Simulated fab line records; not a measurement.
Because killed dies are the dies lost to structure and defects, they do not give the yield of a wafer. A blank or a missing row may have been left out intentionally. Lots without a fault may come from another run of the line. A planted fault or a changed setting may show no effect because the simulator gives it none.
Struck lot and sound lot, side by side | flow n5-finfet | 41 steps out of a route of 1938
Sound: these wafers, L822.1, L822.3, L822.4. Wafers L828.1, L828.4 were the ones struck. Last of all comes the cause.
Per side, at each step with rows, come the tool, then ch with its chambers, and then its first start. Under that, the readings that differ: sound wafers | struck wafers | difference of the means | sigmas: that difference in standard deviations of wafers without a fault.
alike: readings whose means differ by less than 2 such deviations, and words and numbers that are the same on both sides. not compared: withheld readings, readings that some wafer has no value for, bounds like >300 that may hide the same value, and numbers for which the record gives no deviation and whose values overlap.
The two part at a step that has a row with sigmas, a row that says differs or no value, or rows on one side only. Numbers that don't overlap but have no deviation are shown without sigmas and don't part them. A reading that every wafer of one side lacks parts them only if that side has two wafers or more.

first, 9 steps without rows for these wafers: N5_BEOL_M0_SAQP_COAT_82 (time 60 s, resist thk 30 nm); N5_BEOL_M0_SAQP_COAT_08 (resist thk 90 nm); N5_BEOL_M0_SAQP_EBR_10; N5_BEOL_M0_SAQP_SOFTBAKE_09 (time 60 s); N5_BEOL_M0_SAQP_EXPOSE_11 (exposes mask M0 CORE, target cd 42 nm); N5_BEOL_M0_SAQP_PEB_12 (peb time 60 s); N5_BEOL_M0_SAQP_DEVELOP_13 (develop time 30 s); N5_BEOL_M0_SAQP_DESCUM_19 (chemistry O2, time 7.9 s); N5_BEOL_M0_SAQP_ETCH_83 (etches SiARC in CF4, target depth 39 nm, time 65 s).
N5_BEOL_M0_SAQP_ETCH_84: etches SOC in N2/H2, target depth 100 nm, overetch 20 nm, time 150 s.
  sound on rie-diel-02 ch 0,1,3, day 7 16:49; struck on rie-diel-02 ch 2,3, day 9 07:55
  reading                                         | sound             | struck      | difference | sigmas
  rf-hours-counter-h (h)                          | 157 192 187       | 206 193     | +21        |
  run-length-s (s)                                | 174.0 173.3 174.1 | 106.8 106.5 | -67.2      | -99 or more
  model.etch.depth-nm (nm)                        | 100.1 99.89 99.76 | 64.38 68.22 | -33.62     |
  model.SiARC_of_BEOL_M0_SAQP_COAT_82.thk-nm (nm) | 24.2 24.6 24.2    | 27 26.8     | +3         |
  alike: drypump-motor-current-A, oes-product-au, rf-vpp-V, showerhead-plenum-p-Torr, throttle-valve-pct
then, 1 step without rows for these wafers: N5_BEOL_M0_SAQP_STRIP_80 (strips in N2/H2).
N5_BEOL_M0_SAQP_HM_OPEN_112: chemistry CHF3/O2, target SiO2, stops on a-Si, target depth 12 nm, time 13.5 s.
  sound on rie-diel-02 ch 0,1,3, day 7 16:55; struck on rie-diel-02 ch 2,3, day 9 08:02
  reading                                         | sound          | struck    | difference | sigmas
  oes-product-au (a.u.)                           | 0.48 0.46 0.47 | 0.26 0.27 | -0.20      | -5
  rf-hours-counter-h (h)                          | 157 192 187    | 206 193   | +21        |
  model.SiARC_of_BEOL_M0_SAQP_COAT_82.thk-nm (nm) | 4.6 5.8 5      | 8.4 7.8   | +3.0       |
  alike: drypump-motor-current-A, oes_f_703_au, rf-vpp-V, showerhead-plenum-p-Torr, throttle-valve-pct
then, 1 step without rows for these wafers: N5_BEOL_M0_SAQP_STRIP_113 (strips in CHF3/O2).
N5_BEOL_M0_SAQP_MANDREL_ETCH_20: etches a-Si in HBr/Cl2, stops on SiNx, target depth 60 nm, bt time 10 s, time 30 s.
  sound on rie-si-05 ch 1,2,3, day 7 17:00; struck on rie-si-05 ch 0,2, day 9 08:07
  reading               | sound             | struck      | difference | sigmas
  oes-product-au (a.u.) | 0.775 0.776 0.767 | 0.326 0.332 | -0.444     | -45
  alike: drypump-motor-current-A, throttle-valve-pct
  not compared: rf-hours-counter-h
then, 5 steps without rows for these wafers: N5_BEOL_M0_SAQP_STRIP_86 (strips in N2/H2); N5_BEOL_M0_SAQP_STRIP_115 (strips in post etch residue remover, time 60 s); N5_BEOL_M0_SAQP_SRD_93 (time 30 s); N5_BEOL_M0_SAQP_RECESS_114 (chemistry HF/NH3, target SiO2, target depth 14.4 nm, afs cycles 3, sublimation time 60 s); N5_BEOL_M0_SAQP_SPACER1_ALD_98 (deposits SiO2, target thk 12.8 nm, pulse time 1 s, purge time 2 s).
N5_BEOL_M0_SAQP_SPACER1_ETCHBACK_99: etches SiO2 in CHF3/O2, target depth 15.4 nm, time 7.7 s.
  sound on rie-diel-05 ch 0,1,3, day 7 18:40; struck on rie-diel-05 ch 0,1, day 9 09:40
  reading               | sound          | struck    | difference | sigmas
  oes-product-au (a.u.) | 0.86 0.71 0.72 | 0.32 0.27 | -0.47      | -8
  alike: drypump-motor-current-A, oes_f_703_au, rf-vpp-V, showerhead-plenum-p-Torr, throttle-valve-pct
  not compared: rf-hours-counter-h
N5_BEOL_M0_SAQP_MANDREL1_REMOVE_100: chemistry HBr/Cl2/O2, target a-Si, stops on SiNx, bt time 10 s.
  sound on rie-si-01 ch 0,1,2, day 7 18:45; struck on rie-si-01 ch 0,3, day 9 09:45
  reading                       | sound             | struck      | difference | sigmas
  oes-product-au (a.u.)         | 1.025 0.974 0.998 | 0.378 0.380 | -0.620     | -52
  model.BEOL_M0_SAQP.cd-nm (nm) | 12.6 13 12.6      | 44 44.2     | +31        |
  alike: drypump-motor-current-A, throttle-valve-pct
  not compared: rf-hours-counter-h
N5_BEOL_M0_SAQP_CD_MEAS_25: target cd 13.1 nm.
  sound on cd-sem-03 ch 0, day 7 18:51; struck on cd-sem-02 ch 0, day 9 09:52
  reading    | sound             | struck | difference                    | sigmas
  cd-nm (nm) | 12.74 12.98 12.52 | - -    | no value on the struck wafers |
then, 12 steps without rows for these wafers: N5_BEOL_M0_SAQP_ETCH_101 (etches SiNx in CH3F/O2, target depth 29.9 nm, time 42.7 s); N5_BEOL_M0_SAQP_ETCH_102 (etches SiO2 in CF4, target depth 4 nm, time 4.4 s); N5_BEOL_M0_SAQP_MANDREL_ETCH_103 (etches a-Si in HBr/Cl2, stops on SiCN, target depth 45 nm, bt time 10 s, time 27 s); N5_BEOL_M0_SAQP_RECESS_104 (chemistry HF/NH3, target SiO2, target depth 18 nm, afs cycles 3, sublimation time 60 s); N5_BEOL_M0_SAQP_COAT_105 (time 60 s, resist thk 100 nm); N5_BEOL_M0_SAQP_ETCH_106 (etches SOC in N2/H2, stops on SiNx, target depth 150 nm); N5_BEOL_M0_SAQP_ETCH_107 (etches SiNx in CH3F/O2, target depth 30 nm); N5_BEOL_M0_SAQP_STRIP_108 (strips in N2/H2); N5_BEOL_M0_SAQP_RECESS_109 (chemistry HF/NH3, target SiO2, target depth 3 nm, afs cycles 1, sublimation time 60 s); N5_BEOL_M0_SAQP_SPACER2_ALD_26 (deposits SiO2, target thk 15 nm, pulse time 1 s, purge time 2 s); N5_BEOL_M0_SAQP_SPACER2_ETCHBACK_27 (etches SiO2 in CHF3/O2, target depth 22.5 nm, time 11.25 s); N5_BEOL_M0_SAQP_MANDREL2_REMOVE_110 (chemistry HBr/Cl2/O2, target a-Si, stops on SiCN, bt time 10 s).
N5_BEOL_M0_SAQP_CD_MEAS_29: target cd 14.4 nm.
  sound on cd-sem-01 ch 0, day 7 21:11; struck on cd-sem-03 ch 0, day 9 12:40
  reading    | sound             | struck | difference                    | sigmas
  cd-nm (nm) | 15.16 15.16 14.89 | - -    | no value on the struck wafers |
then, 4 steps without rows for these wafers: N5_BEOL_M0_SAQP_COAT_69 (time 60 s, resist thk 90 nm); N5_BEOL_M0_SAQP_COAT_72 (time 60 s, resist thk 15 nm); N5_BEOL_M0_SAQP_COAT_87 (time 60 s, resist thk 5 nm); N5_BEOL_M0_SAQP_COAT_34 (resist thk 30 nm).
N5_BEOL_M4_RC_MEAS_101:
  the record has rows for the sound wafers here (prober-02 ch 0, day 10 04:01) and none for the struck ones
-- record jumps: 8 days separate the struck wafers' starts on either side; left off in module BEOL_M4, taken up again in module PASSIVATION, whose first shown step is the route's number 1936 --
N5_PASSIVATION_PROBE_49:
  record: rows for the struck wafers here (prober-02, day 17 01:44), none for the sound ones

== WHERE THEY PART ==
Earliest at N5_BEOL_M0_SAQP_ETCH_84; latest, in this record, at N5_PASSIVATION_PROBE_49.

WHY: whatever the simulator had introduced
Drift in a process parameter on rie-diel-02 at N5_BEOL_M0_SAQP_ETCH_84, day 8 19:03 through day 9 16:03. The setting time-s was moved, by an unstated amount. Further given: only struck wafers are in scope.
